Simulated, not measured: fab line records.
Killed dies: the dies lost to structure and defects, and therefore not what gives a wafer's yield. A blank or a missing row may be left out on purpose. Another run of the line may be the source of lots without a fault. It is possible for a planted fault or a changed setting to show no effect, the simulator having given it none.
fab line records || flow nandHarc
record: {"lots": 12, "wafers": 36, "lastDay": 24}
route steps=1159 shown A_BLC@988 A_M0@1003 END@1159
lots that met no fault: taken from a fault-free run of the same line
startH: the number of hours between the record's first day and the start of the first shown wafer of the lot || waitH: hours since the lot's step before || " unchanged from the row above || L1.1+2: a row that stands for several wafers || - either no value or no given start || * or withheld: withheld || < > ~ a bound
route shown NAME@n: names a module that has steps shown in the file, with the first one's number in the route || usual: average and standard deviation across the fault-free wafers || same: alike in all rows || chamber/n: place in a boat || sites: per-site readings || _std_site: standard deviation of those values || _edge_site: outer sites' mean less inner sites' || radiusMm: how far each site lies from the wafer's centre || mask NAME#n: copy n || behind: the tool/chamber that last shaped the wafer || hold: the reason the lot was held/the length of the hold in hours/how it ended || device: whichever transistor did not switch (one of n, p or np) || end of line: tests run on the same wafers once the route is complete || a step without rows: its recipe alone || killed: dies lost to structure and defects at the first sort, not the wafer's yield || map: a wafer's dies, x killed, . not, _ none there
set.NAME: setting as actually run; set.NAME@STEP: the setting as run at that earlier step || model.NAME: the simulator's own value behind a step, which no gauge read
steps of the route over a sample of lots; a table a step, a row a wafer
services: a tool's chamber out of use, with start hour (startH, from the record's first day; less than 0 if before it), hours out, and reason
== steps ==
step: NHARC_A_BLC_ALD_23
recipe: {"targetThkA": 30, "pulseTimeS": 1, "aldCycles": 150, "tempC": 450, "material": "TiN"}
usual: {"heaterPowerW": "1089/110", "precursorPulseHeightRel": "1.002/0.018"}
{"lot.wafer": "L914.2", "tool": "aldMetal-03", "chamber": 2, "startH": 386.17, "waitH": "-", "heaterPowerW": 996, "precursorPulseHeightRel": 1.005}
{"lot.wafer": "L914.1", "tool": "aldMetal-03", "chamber": 3, "startH": 386.17, "waitH": "-", "heaterPowerW": 983, "precursorPulseHeightRel": 1.008}
{"lot.wafer": "L914.3", "tool": "aldMetal-03", "chamber": 0, "startH": 386.17, "waitH": "-", "heaterPowerW": 1091, "precursorPulseHeightRel": 0.989}
{"lot.wafer": "L915.1", "tool": "aldMetal-04", "chamber": 3, "startH": 395.34, "waitH": "-", "heaterPowerW": 1021, "precursorPulseHeightRel": 1.002}
{"lot.wafer": "L915.4", "tool": "aldMetal-04", "chamber": 1, "startH": 395.34, "waitH": "-", "heaterPowerW": 1040, "precursorPulseHeightRel": 1.024}
{"lot.wafer": "L915.2", "tool": "aldMetal-04", "chamber": 2, "startH": 395.34, "waitH": "-", "heaterPowerW": 1089, "precursorPulseHeightRel": 0.991}
{"lot.wafer": "L917.4", "tool": "aldMetal-02", "chamber": 2, "startH": 403.82, "waitH": "-", "heaterPowerW": 1091, "precursorPulseHeightRel": 1.032}
{"lot.wafer": "L917.3", "tool": "aldMetal-02", "chamber": 3, "startH": 403.82, "waitH": "-", "heaterPowerW": 1005, "precursorPulseHeightRel": 0.974}
{"lot.wafer": "L917.6", "tool": "aldMetal-02", "chamber": 2, "startH": 403.82, "waitH": "-", "heaterPowerW": 1090, "precursorPulseHeightRel": 1.008}
{"lot.wafer": "L916.1", "tool": "aldMetal-04", "chamber": 3, "startH": 404.56, "waitH": "-", "heaterPowerW": 1013, "precursorPulseHeightRel": 1.013}
{"lot.wafer": "L916.3", "tool": "aldMetal-04", "chamber": 1, "startH": 404.56, "waitH": "-", "heaterPowerW": 1019, "precursorPulseHeightRel": 0.949}
{"lot.wafer": "L916.6", "tool": "aldMetal-04", "chamber": 2, "startH": 404.56, "waitH": "-", "heaterPowerW": 1071, "precursorPulseHeightRel": 1.035}
{"lot.wafer": "L919.4", "tool": "aldMetal-02", "chamber": 3, "startH": 423.42, "waitH": "-", "heaterPowerW": 995, "precursorPulseHeightRel": 0.998}
{"lot.wafer": "L919.2", "tool": "aldMetal-02", "chamber": 1, "startH": 423.42, "waitH": "-", "heaterPowerW": 1296, "precursorPulseHeightRel": 1.009}
{"lot.wafer": "L919.6", "tool": "aldMetal-02", "chamber": 0, "startH": 423.42, "waitH": "-", "heaterPowerW": 1081, "precursorPulseHeightRel": 1.004}
{"lot.wafer": "L918.2", "tool": "aldMetal-04", "chamber": 2, "startH": 429.59, "waitH": "-", "heaterPowerW": 980, "precursorPulseHeightRel": 0.999}
{"lot.wafer": "L918.3", "tool": "aldMetal-04", "chamber": 1, "startH": 429.59, "waitH": "-", "heaterPowerW": 1013, "precursorPulseHeightRel": 1.003}
{"lot.wafer": "L918.6", "tool": "aldMetal-04", "chamber": 3, "startH": 429.59, "waitH": "-", "heaterPowerW": 1004, "precursorPulseHeightRel": 0.995}
{"lot.wafer": "L920.1", "tool": "aldMetal-04", "chamber": 1, "startH": 434.96, "waitH": "-", "heaterPowerW": 1013, "precursorPulseHeightRel": 1.005}
{"lot.wafer": "L920.4", "tool": "aldMetal-04", "chamber": 3, "startH": 434.96, "waitH": "-", "heaterPowerW": 998, "precursorPulseHeightRel": 0.949}
{"lot.wafer": "L920.6", "tool": "aldMetal-04", "chamber": 1, "startH": 434.96, "waitH": "-", "heaterPowerW": 1058, "precursorPulseHeightRel": 0.996}
{"lot.wafer": "L924.3", "tool": "aldMetal-03", "chamber": 2, "startH": 452.00, "waitH": "-", "heaterPowerW": 995, "precursorPulseHeightRel": 0.999}
{"lot.wafer": "L924.1", "tool": "aldMetal-03", "chamber": 0, "startH": 452.00, "waitH": "-", "heaterPowerW": 1107, "precursorPulseHeightRel": 1.019}
{"lot.wafer": "L924.6", "tool": "aldMetal-03", "chamber": 3, "startH": 452.00, "waitH": "-", "heaterPowerW": 963, "precursorPulseHeightRel": 1.007}
{"lot.wafer": "L934.4", "tool": "aldMetal-02", "chamber": 0, "startH": 499.69, "waitH": "-", "heaterPowerW": 1072, "precursorPulseHeightRel": 0.987}
{"lot.wafer": "L934.5", "tool": "aldMetal-02", "chamber": 3, "startH": 499.69, "waitH": "-", "heaterPowerW": 997, "precursorPulseHeightRel": 0.995}
{"lot.wafer": "L934.6", "tool": "aldMetal-02", "chamber": 0, "startH": 499.69, "waitH": "-", "heaterPowerW": 1074, "precursorPulseHeightRel": 0.988}
{"lot.wafer": "L936.4", "tool": "aldMetal-02", "chamber": 3, "startH": 514.38, "waitH": "-", "heaterPowerW": 984, "precursorPulseHeightRel": 1.003}
{"lot.wafer": "L936.5", "tool": "aldMetal-02", "chamber": 1, "startH": 514.38, "waitH": "-", "heaterPowerW": 1315, "precursorPulseHeightRel": 0.990}
{"lot.wafer": "L936.6", "tool": "aldMetal-02", "chamber": 2, "startH": 514.38, "waitH": "-", "heaterPowerW": 1094, "precursorPulseHeightRel": 0.988}
{"lot.wafer": "L937.1", "tool": "aldMetal-04", "chamber": 2, "startH": 519.38, "waitH": "-", "heaterPowerW": 1011, "precursorPulseHeightRel": 1.026}
{"lot.wafer": "L937.4", "tool": "aldMetal-04", "chamber": 0, "startH": 519.38, "waitH": "-", "heaterPowerW": 1238, "precursorPulseHeightRel": 0.987}
{"lot.wafer": "L937.6", "tool": "aldMetal-04", "chamber": 3, "startH": 519.38, "waitH": "-", "heaterPowerW": 1008, "precursorPulseHeightRel": 0.997}
{"lot.wafer": "L935.1", "tool": "aldMetal-04", "chamber": 2, "startH": 525.34, "waitH": "-", "heaterPowerW": 997, "precursorPulseHeightRel": 0.996}
{"lot.wafer": "L935.2", "tool": "aldMetal-04", "chamber": 0, "startH": 525.34, "waitH": "-", "heaterPowerW": 1232, "precursorPulseHeightRel": 1.055}
{"lot.wafer": "L935.5", "tool": "aldMetal-04", "chamber": 2, "startH": 525.34, "waitH": "-", "heaterPowerW": 959, "precursorPulseHeightRel": 1.017}
step: NHARC_A_M0_DEVELOP_08
recipe: {"developTimeS": 35, "devTempC": 23}
{"lot.wafer": "L914.1+2+3", "tool": "lithoTrack-06", "chamber": 0, "startH": 392, "waitH": "-"}
{"lot.wafer": "L915.1+2+4", "tool": "lithoTrack-01", "chamber": 0, "startH": 401, "waitH": "-"}
{"lot.wafer": "L917.3+4+6", "tool": "lithoTrack-06", "chamber": 0, "startH": 406, "waitH": "-"}
{"lot.wafer": "L916.1+3+6", "tool": "lithoTrack-01", "chamber": 0, "startH": 407, "waitH": "-"}
{"lot.wafer": "L919.2+4+6", "tool": "lithoTrack-04", "chamber": 0, "startH": 428, "waitH": "-"}
{"lot.wafer": "L918.2+3+6", "tool": "lithoTrack-06", "chamber": 0, "startH": 432, "waitH": "-"}
{"lot.wafer": "L920.1+4+6", "tool": "lithoTrack-06", "chamber": 0, "startH": 440, "waitH": "-"}
{"lot.wafer": "L924.1+3+6", "tool": "lithoTrack-06", "chamber": 0, "startH": 455, "waitH": "-"}
{"lot.wafer": "L934.4+5+6", "tool": "lithoTrack-01", "chamber": 0, "startH": 502, "waitH": "-"}
{"lot.wafer": "L936.4+5+6", "tool": "lithoTrack-01", "chamber": 0, "startH": 522, "waitH": "-"}
{"lot.wafer": "L937.1+4+6", "tool": "lithoTrack-04", "chamber": 0, "startH": 528, "waitH": "-"}
{"lot.wafer": "L935.1+2+5", "tool": "lithoTrack-01", "chamber": 0, "startH": 535, "waitH": "-"}
step: NHARC_A_M0_CD_MEAS_09
recipe: {"targetCdNm": 80, "landingEnergyEv": 500}
usual: {"cdNm": "80.2/0.79"}
{"lot.wafer": "L914.1", "tool": "cdSem-02", "chamber": 0, "startH": 392.88, "waitH": "-", "cdNm": 80.2}
{"lot.wafer": "L914.2", "tool": "cdSem-02", "chamber": 0, "startH": 392.88, "waitH": "-", "cdNm": 80.5}
{"lot.wafer": "L914.3", "tool": "cdSem-02", "chamber": 0, "startH": 392.88, "waitH": "-", "cdNm": 78.9}
{"lot.wafer": "L915.1", "tool": "cdSem-02", "chamber": 0, "startH": 401.31, "waitH": "-", "cdNm": 81.0}
{"lot.wafer": "L915.2", "tool": "cdSem-02", "chamber": 0, "startH": 401.31, "waitH": "-", "cdNm": 80.8}
{"lot.wafer": "L915.4", "tool": "cdSem-02", "chamber": 0, "startH": 401.31, "waitH": "-", "cdNm": 79.4}
{"lot.wafer": "L917.3", "tool": "cdSem-01", "chamber": 0, "startH": 406.70, "waitH": "-", "cdNm": 79.7}
{"lot.wafer": "L917.4", "tool": "cdSem-01", "chamber": 0, "startH": 406.70, "waitH": "-", "cdNm": 78.6}
{"lot.wafer": "L917.6", "tool": "cdSem-01", "chamber": 0, "startH": 406.70, "waitH": "-", "cdNm": 80.0}
{"lot.wafer": "L916.1", "tool": "cdSem-01", "chamber": 0, "startH": 407.14, "waitH": "-", "cdNm": 81.0}
{"lot.wafer": "L916.3", "tool": "cdSem-01", "chamber": 0, "startH": 407.14, "waitH": "-", "cdNm": 79.5}
{"lot.wafer": "L916.6", "tool": "cdSem-01", "chamber": 0, "startH": 407.14, "waitH": "-", "cdNm": 80.1}
{"lot.wafer": "L919.2", "tool": "cdSem-03", "chamber": 0, "startH": 428.80, "waitH": "-", "cdNm": 80.5}
{"lot.wafer": "L919.4", "tool": "cdSem-03", "chamber": 0, "startH": 428.80, "waitH": "-", "cdNm": 81.0}
{"lot.wafer": "L919.6", "tool": "cdSem-03", "chamber": 0, "startH": 428.80, "waitH": "-", "cdNm": 81.4}
{"lot.wafer": "L918.2", "tool": "cdSem-01", "chamber": 0, "startH": 432.12, "waitH": "-", "cdNm": 79.5}
{"lot.wafer": "L918.3", "tool": "cdSem-01", "chamber": 0, "startH": 432.12, "waitH": "-", "cdNm": 80.5}
{"lot.wafer": "L918.6", "tool": "cdSem-01", "chamber": 0, "startH": 432.12, "waitH": "-", "cdNm": 80.1}
{"lot.wafer": "L920.1", "tool": "cdSem-02", "chamber": 0, "startH": 441.01, "waitH": "-", "cdNm": 80.5}
{"lot.wafer": "L920.4", "tool": "cdSem-02", "chamber": 0, "startH": 441.01, "waitH": "-", "cdNm": 79.9}
{"lot.wafer": "L920.6", "tool": "cdSem-02", "chamber": 0, "startH": 441.01, "waitH": "-", "cdNm": 80.4}
{"lot.wafer": "L924.1", "tool": "cdSem-01", "chamber": 0, "startH": 455.70, "waitH": "-", "cdNm": 77.3}
{"lot.wafer": "L924.3", "tool": "cdSem-01", "chamber": 0, "startH": 455.70, "waitH": "-", "cdNm": 78.7}
{"lot.wafer": "L924.6", "tool": "cdSem-01", "chamber": 0, "startH": 455.70, "waitH": "-", "cdNm": 77.7}
{"lot.wafer": "L934.4", "tool": "cdSem-03", "chamber": 0, "startH": 503.02, "waitH": "-", "cdNm": 81.1}
{"lot.wafer": "L934.5", "tool": "cdSem-03", "chamber": 0, "startH": 503.02, "waitH": "-", "cdNm": 80.1}
{"lot.wafer": "L934.6", "tool": "cdSem-03", "chamber": 0, "startH": 503.02, "waitH": "-", "cdNm": 81.1}
{"lot.wafer": "L936.4", "tool": "cdSem-01", "chamber": 0, "startH": 522.50, "waitH": "-", "cdNm": 80.9}
{"lot.wafer": "L936.5", "tool": "cdSem-01", "chamber": 0, "startH": 522.50, "waitH": "-", "cdNm": 80.5}
{"lot.wafer": "L936.6", "tool": "cdSem-01", "chamber": 0, "startH": 522.50, "waitH": "-", "cdNm": 80.6}
{"lot.wafer": "L937.1", "tool": "cdSem-03", "chamber": 0, "startH": 528.16, "waitH": "-", "cdNm": 80.1}
{"lot.wafer": "L937.4", "tool": "cdSem-03", "chamber": 0, "startH": 528.16, "waitH": "-", "cdNm": 80.5}
{"lot.wafer": "L937.6", "tool": "cdSem-03", "chamber": 0, "startH": 528.16, "waitH": "-", "cdNm": 80.7}
{"lot.wafer": "L935.1", "tool": "cdSem-02", "chamber": 0, "startH": 535.63, "waitH": "-", "cdNm": 80.3}
{"lot.wafer": "L935.2", "tool": "cdSem-02", "chamber": 0, "startH": 535.63, "waitH": "-", "cdNm": 80.3}
{"lot.wafer": "L935.5", "tool": "cdSem-02", "chamber": 0, "startH": 535.63, "waitH": "-", "cdNm": 80.0}
step: NHARC_A_M0_OVL_MEAS_10
recipe: {"pitchNm": 160}
usual: {"overlayXNm": "-0.2/0.94", "overlayYNm": "0.0/0.85"}
{"lot.wafer": "L914.1", "tool": "overlay-01", "chamber": "-", "startH": 392.97, "waitH": "-", "overlayXNm": -1.7, "overlayYNm": 0.2}
{"lot.wafer": "L914.2", "tool": "overlay-01", "chamber": "-", "startH": 392.97, "waitH": "-", "overlayXNm": -1.2, "overlayYNm": 0.9}
{"lot.wafer": "L914.3", "tool": "overlay-01", "chamber": "-", "startH": 392.97, "waitH": "-", "overlayXNm": -1.5, "overlayYNm": 0.6}
{"lot.wafer": "L915.1", "tool": "overlay-02", "chamber": "-", "startH": 401.39, "waitH": "-", "overlayXNm": 0.1, "overlayYNm": 0.2}
{"lot.wafer": "L915.2", "tool": "overlay-02", "chamber": "-", "startH": 401.39, "waitH": "-", "overlayXNm": 0.4, "overlayYNm": 0.8}
{"lot.wafer": "L915.4", "tool": "overlay-02", "chamber": "-", "startH": 401.39, "waitH": "-", "overlayXNm": 0.3, "overlayYNm": 0.3}
{"lot.wafer": "L917.3", "tool": "overlay-02", "chamber": "-", "startH": 406.78, "waitH": "-", "overlayXNm": -0.4, "overlayYNm": -2.0}
{"lot.wafer": "L917.4", "tool": "overlay-02", "chamber": "-", "startH": 406.78, "waitH": "-", "overlayXNm": -0.3, "overlayYNm": -1.7}
{"lot.wafer": "L917.6", "tool": "overlay-02", "chamber": "-", "startH": 406.78, "waitH": "-", "overlayXNm": -0.8, "overlayYNm": -1.8}
{"lot.wafer": "L916.1", "tool": "overlay-02", "chamber": "-", "startH": 407.23, "waitH": "-", "overlayXNm": 0.5, "overlayYNm": -0.1}
{"lot.wafer": "L916.3", "tool": "overlay-02", "chamber": "-", "startH": 407.23, "waitH": "-", "overlayXNm": 0.8, "overlayYNm": 0.4}
{"lot.wafer": "L916.6", "tool": "overlay-02", "chamber": "-", "startH": 407.23, "waitH": "-", "overlayXNm": 0.2, "overlayYNm": 0.3}
{"lot.wafer": "L919.2", "tool": "overlay-01", "chamber": "-", "startH": 428.89, "waitH": "-", "overlayXNm": 0.3, "overlayYNm": 0.0}
{"lot.wafer": "L919.4", "tool": "overlay-01", "chamber": "-", "startH": 428.89, "waitH": "-", "overlayXNm": 0.4, "overlayYNm": -0.4}
{"lot.wafer": "L919.6", "tool": "overlay-01", "chamber": "-", "startH": 428.89, "waitH": "-", "overlayXNm": 0.7, "overlayYNm": 0.0}
{"lot.wafer": "L918.2", "tool": "overlay-01", "chamber": "-", "startH": 432.21, "waitH": "-", "overlayXNm": 0.9, "overlayYNm": 0.4}
{"lot.wafer": "L918.3", "tool": "overlay-01", "chamber": "-", "startH": 432.21, "waitH": "-", "overlayXNm": 0.9, "overlayYNm": -0.1}
{"lot.wafer": "L918.6", "tool": "overlay-01", "chamber": "-", "startH": 432.21, "waitH": "-", "overlayXNm": 0.5, "overlayYNm": 0.4}
{"lot.wafer": "L920.1", "tool": "overlay-01", "chamber": "-", "startH": 441.10, "waitH": "-", "overlayXNm": -0.1, "overlayYNm": -0.3}
{"lot.wafer": "L920.4", "tool": "overlay-01", "chamber": "-", "startH": 441.10, "waitH": "-", "overlayXNm": -0.8, "overlayYNm": 0.2}
{"lot.wafer": "L920.6", "tool": "overlay-01", "chamber": "-", "startH": 441.10, "waitH": "-", "overlayXNm": -0.9, "overlayYNm": -0.3}
{"lot.wafer": "L924.1", "tool": "overlay-01", "chamber": "-", "startH": 455.79, "waitH": "-", "overlayXNm": 0.1, "overlayYNm": -1.3}
{"lot.wafer": "L924.3", "tool": "overlay-01", "chamber": "-", "startH": 455.79, "waitH": "-", "overlayXNm": -0.6, "overlayYNm": -1.3}
{"lot.wafer": "L924.6", "tool": "overlay-01", "chamber": "-", "startH": 455.79, "waitH": "-", "overlayXNm": -0.7, "overlayYNm": -1.3}
{"lot.wafer": "L934.4", "tool": "overlay-02", "chamber": "-", "startH": 503.10, "waitH": "-", "overlayXNm": -0.5, "overlayYNm": -0.5}
{"lot.wafer": "L934.5", "tool": "overlay-02", "chamber": "-", "startH": 503.10, "waitH": "-", "overlayXNm": -0.1, "overlayYNm": -0.3}
{"lot.wafer": "L934.6", "tool": "overlay-02", "chamber": "-", "startH": 503.10, "waitH": "-", "overlayXNm": 0.0, "overlayYNm": -0.6}
{"lot.wafer": "L936.4", "tool": "overlay-01", "chamber": "-", "startH": 522.58, "waitH": "-", "overlayXNm": -1.0, "overlayYNm": 1.0}
{"lot.wafer": "L936.5", "tool": "overlay-01", "chamber": "-", "startH": 522.58, "waitH": "-", "overlayXNm": -0.7, "overlayYNm": -0.1}
{"lot.wafer": "L936.6", "tool": "overlay-01", "chamber": "-", "startH": 522.58, "waitH": "-", "overlayXNm": -1.4, "overlayYNm": 0.1}
{"lot.wafer": "L937.1", "tool": "overlay-02", "chamber": "-", "startH": 528.25, "waitH": "-", "overlayXNm": -1.3, "overlayYNm": -0.6}
{"lot.wafer": "L937.4", "tool": "overlay-02", "chamber": "-", "startH": 528.25, "waitH": "-", "overlayXNm": -1.9, "overlayYNm": -0.5}
{"lot.wafer": "L937.6", "tool": "overlay-02", "chamber": "-", "startH": 528.25, "waitH": "-", "overlayXNm": -1.4, "overlayYNm": -0.3}
{"lot.wafer": "L935.1", "tool": "overlay-02", "chamber": "-", "startH": 535.72, "waitH": "-", "overlayXNm": -2.2, "overlayYNm": 0.6}
{"lot.wafer": "L935.2", "tool": "overlay-02", "chamber": "-", "startH": 535.72, "waitH": "-", "overlayXNm": -2.1, "overlayYNm": 0.2}
{"lot.wafer": "L935.5", "tool": "overlay-02", "chamber": "-", "startH": 535.72, "waitH": "-", "overlayXNm": -2.7, "overlayYNm": 0.2}
step: NHARC_A_M0_DEGAS_28
recipe: {"tempC": 250, "timeS": 60}
usual: {"heaterPowerW": "332/36"}
{"lot.wafer": "L914.3", "tool": "pvdSputter-01", "chamber": "-", "startH": 393.98, "waitH": "-", "heaterPowerW": 252}
{"lot.wafer": "L914.1", "tool": "pvdSputter-01", "chamber": "-", "startH": 393.98, "waitH": "-", "heaterPowerW": 343}
{"lot.wafer": "L914.2", "tool": "pvdSputter-01", "chamber": "-", "startH": 393.98, "waitH": "-", "heaterPowerW": 350}
{"lot.wafer": "L915.2", "tool": "pvdSputter-02", "chamber": "-", "startH": 402.41, "waitH": "-", "heaterPowerW": 382}
{"lot.wafer": "L915.4", "tool": "pvdSputter-02", "chamber": "-", "startH": 402.41, "waitH": "-", "heaterPowerW": 293}
{"lot.wafer": "L915.1", "tool": "pvdSputter-02", "chamber": "-", "startH": 402.41, "waitH": "-", "heaterPowerW": 355}
{"lot.wafer": "L917.4", "tool": "pvdSputter-02", "chamber": "-", "startH": 407.83, "waitH": "-", "heaterPowerW": 388}
{"lot.wafer": "L917.3", "tool": "pvdSputter-02", "chamber": "-", "startH": 407.83, "waitH": "-", "heaterPowerW": 294}
{"lot.wafer": "L917.6", "tool": "pvdSputter-02", "chamber": "-", "startH": 407.83, "waitH": "-", "heaterPowerW": 347}
{"lot.wafer": "L916.1", "tool": "pvdSputter-01", "chamber": "-", "startH": 408.27, "waitH": "-", "heaterPowerW": 344}
{"lot.wafer": "L916.3", "tool": "pvdSputter-01", "chamber": "-", "startH": 408.27, "waitH": "-", "heaterPowerW": 351}
{"lot.wafer": "L916.6", "tool": "pvdSputter-01", "chamber": "-", "startH": 408.27, "waitH": "-", "heaterPowerW": 349}
{"lot.wafer": "L919.2", "tool": "pvdSputter-01", "chamber": "-", "startH": 429.92, "waitH": "-", "heaterPowerW": 351}
{"lot.wafer": "L919.4", "tool": "pvdSputter-01", "chamber": "-", "startH": 429.92, "waitH": "-", "heaterPowerW": 343}
{"lot.wafer": "L919.6", "tool": "pvdSputter-01", "chamber": "-", "startH": 429.92, "waitH": "-", "heaterPowerW": 348}
{"lot.wafer": "L918.2", "tool": "pvdSputter-03", "chamber": "-", "startH": 433.25, "waitH": "-", "heaterPowerW": 337}
{"lot.wafer": "L918.3", "tool": "pvdSputter-03", "chamber": "-", "startH": 433.25, "waitH": "-", "heaterPowerW": 363}
{"lot.wafer": "L918.6", "tool": "pvdSputter-03", "chamber": "-", "startH": 433.25, "waitH": "-", "heaterPowerW": 329}
{"lot.wafer": "L920.1", "tool": "pvdSputter-03", "chamber": "-", "startH": 442.15, "waitH": "-", "heaterPowerW": 301}
{"lot.wafer": "L920.4", "tool": "pvdSputter-03", "chamber": "-", "startH": 442.15, "waitH": "-", "heaterPowerW": 329}
{"lot.wafer": "L920.6", "tool": "pvdSputter-03", "chamber": "-", "startH": 442.15, "waitH": "-", "heaterPowerW": 352}
{"lot.wafer": "L924.1", "tool": "pvdSputter-01", "chamber": "-", "startH": 456.81, "waitH": "-", "heaterPowerW": 341}
{"lot.wafer": "L924.3", "tool": "pvdSputter-01", "chamber": "-", "startH": 456.81, "waitH": "-", "heaterPowerW": 356}
{"lot.wafer": "L924.6", "tool": "pvdSputter-01", "chamber": "-", "startH": 456.81, "waitH": "-", "heaterPowerW": 357}
{"lot.wafer": "L934.4", "tool": "pvdSputter-01", "chamber": "-", "startH": 504.21, "waitH": "-", "heaterPowerW": 252}
{"lot.wafer": "L934.6", "tool": "pvdSputter-01", "chamber": "-", "startH": 504.21, "waitH": "-", "heaterPowerW": 344}
{"lot.wafer": "L934.5", "tool": "pvdSputter-01", "chamber": "-", "startH": 504.21, "waitH": "-", "heaterPowerW": 356}
{"lot.wafer": "L936.4", "tool": "pvdSputter-02", "chamber": "-", "startH": 523.59, "waitH": "-", "heaterPowerW": 306}
{"lot.wafer": "L936.5", "tool": "pvdSputter-02", "chamber": "-", "startH": 523.59, "waitH": "-", "heaterPowerW": 300}
{"lot.wafer": "L936.6", "tool": "pvdSputter-02", "chamber": "-", "startH": 523.59, "waitH": "-", "heaterPowerW": 350}
{"lot.wafer": "L937.1", "tool": "pvdSputter-03", "chamber": "-", "startH": 529.40, "waitH": "-", "heaterPowerW": 358}
{"lot.wafer": "L937.4", "tool": "pvdSputter-03", "chamber": "-", "startH": 529.40, "waitH": "-", "heaterPowerW": 320}
{"lot.wafer": "L937.6", "tool": "pvdSputter-03", "chamber": "-", "startH": 529.40, "waitH": "-", "heaterPowerW": 352}
{"lot.wafer": "L935.2", "tool": "pvdSputter-01", "chamber": "-", "startH": 536.75, "waitH": "-", "heaterPowerW": 353}
{"lot.wafer": "L935.1", "tool": "pvdSputter-01", "chamber": "-", "startH": 536.75, "waitH": "-", "heaterPowerW": 326}
{"lot.wafer": "L935.5", "tool": "pvdSputter-01", "chamber": "-", "startH": 536.75, "waitH": "-", "heaterPowerW": 358}
step: NHARC_END_SORT_01
recipe: {"tempC": 25}
usual: {"defectLimitedYield": "95.5/1.3", "killedAtArray": "26/8.4", "killedAtOther": "0.7/0.97", "killedAtPeriphery": "3.2/2.2", "killedDies": "30/8.5", "killedOpen": "3.4/2", "killedShort": "2/1.3", "sort_bin_2_pct": "1.5/0.52", "sort_bin_3_pct": "0.21/0.18", "sort_bin_4_pct": "2.8/0.91", "sortNPass": "647/8.5", "sortRimYieldPct": "94.8/2.7", "sortYieldPct": "95.5/1.3"}
same: {"grossDies": 677, "sort_bin_5_pct[%]": 0, "sort_bin_6_pct[%]": 0, "sort_bin_7_pct[%]": 0, "sort_bin_8_pct[%]": 0, "sortRimNGross": 106.00}
{"lot.wafer": "L918.2", "tool": "prober-01", "chamber": 0, "startH": 471.92, "waitH": 2.8, "defectLimitedYield[%]": 96.6, "killedAtArray": 20, "killedAtOther": 1, "killedAtPeriphery": 2, "killedDies": 23, "killedOpen": 1, "killedShort": 3, "sort_bin_2_pct[%]": 1.5, "sort_bin_3_pct[%]": 0.30, "sort_bin_4_pct[%]": 1.6, "sortNPass": 654, "sortRimYieldPct[%]": 92.5, "sortYieldPct[%]": 96.6}
killed by level:class
L918.2 A_SLIT:chamberFilmFlake=6 A_CONTACT:chamberFilmFlake=4 A_BLC:chamberFilmFlake=4 A_CHANNEL_HOLE_D1:chamberFilmFlake=2 P_M0:geometricParticle:short=1 A_ONON_D1:geometricParticle:short=1 A_ONON_D1:geometricParticle:open=1 A_WL_FILL:geometricParticle:short=1
== services ==
{"tool": "aldMetal-02", "chamber": "-", "startH": 364.00, "hours": 10.0, "kind": "pm"}
{"tool": "lithoTrack-06", "chamber": "-", "startH": 384.86, "hours": "-", "kind": "consumableReplace:filter"}
{"tool": "pvdSputter-02", "chamber": "-", "startH": 392.00, "hours": 10.0, "kind": "pm"}
{"tool": "aldMetal-03", "chamber": 3, "startH": 399.66, "hours": 14.3, "kind": "repair"}
{"tool": "aldMetal-04", "chamber": "-", "startH": 406.00, "hours": 10.0, "kind": "pm"}
{"tool": "aldMetal-04", "chamber": 0, "startH": 406.00, "hours": 10.0, "kind": "ventCycle"}
{"tool": "aldMetal-04", "chamber": 1, "startH": 406.00, "hours": 10.0, "kind": "ventCycle"}
{"tool": "aldMetal-04", "chamber": 2, "startH": 406.00, "hours": 10.0, "kind": "ventCycle"}
{"tool": "aldMetal-04", "chamber": 3, "startH": 406.00, "hours": 10.0, "kind": "ventCycle"}
{"tool": "aldMetal-04", "chamber": 0, "startH": 416.00, "hours": "-", "kind": "clean"}
{"tool": "aldMetal-04", "chamber": 1, "startH": 416.00, "hours": "-", "kind": "clean"}
{"tool": "aldMetal-04", "chamber": 2, "startH": 416.00, "hours": "-", "kind": "clean"}
{"tool": "aldMetal-04", "chamber": 3, "startH": 416.00, "hours": "-", "kind": "clean"}
{"tool": "lithoTrack-01", "chamber": "-", "startH": 443.00, "hours": 7.0, "kind": "pm"}
{"tool": "aldMetal-04", "chamber": "-", "startH": 455.55, "hours": 1.5, "kind": "repair"}
{"tool": "aldMetal-02", "chamber": 2, "startH": 456.19, "hours": 3.6, "kind": "repair"}
{"tool": "pvdSputter-03", "chamber": "-", "startH": 458.00, "hours": 10.0, "kind": "pm"}
{"tool": "aldMetal-03", "chamber": "-", "startH": 461.50, "hours": 59.4, "kind": "repair"}
{"tool": "lithoTrack-06", "chamber": "-", "startH": 467.01, "hours": 7.0, "kind": "pm"}
{"tool": "lithoTrack-04", "chamber": "-", "startH": 491.00, "hours": 7.0, "kind": "pm"}
{"tool": "aldMetal-02", "chamber": 0, "startH": 495.46, "hours": 3.3, "kind": "repair"}
{"tool": "pvdSputter-01", "chamber": "-", "startH": 514.02, "hours": 10.0, "kind": "pm"}
{"tool": "aldMetal-03", "chamber": "-", "startH": 520.93, "hours": 10.0, "kind": "pm"}
{"tool": "aldMetal-04", "chamber": "-", "startH": 530.02, "hours": 1.8, "kind": "repair"}
== key ==
firstSign: {"step": "NHARC_A_M0_CD_MEAS_09", "reading": "cdNm", "direction": "down", "sigmas": 2.9, "usual": 80.2, "struck": 77.9}
effect none on later readings
metAt NHARC_A_M0_DEVELOP_08
struckLots L924
notActingAt NHARC_A_BLC_ALD_23,NHARC_A_M0_OVL_MEAS_10,NHARC_A_M0_DEGAS_28
onsetBetween 440 455
fault: {"kind": "processParameterDrift", "tool": "lithoTrack-06", "chamber": "-", "onsetH": 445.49, "steps": "NHARC_A_M0_DEVELOP_08", "channel": "developTimeS", "offset": "*", "shape": "step", "endH": 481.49, "actsIn": "*", "stated": "*"}
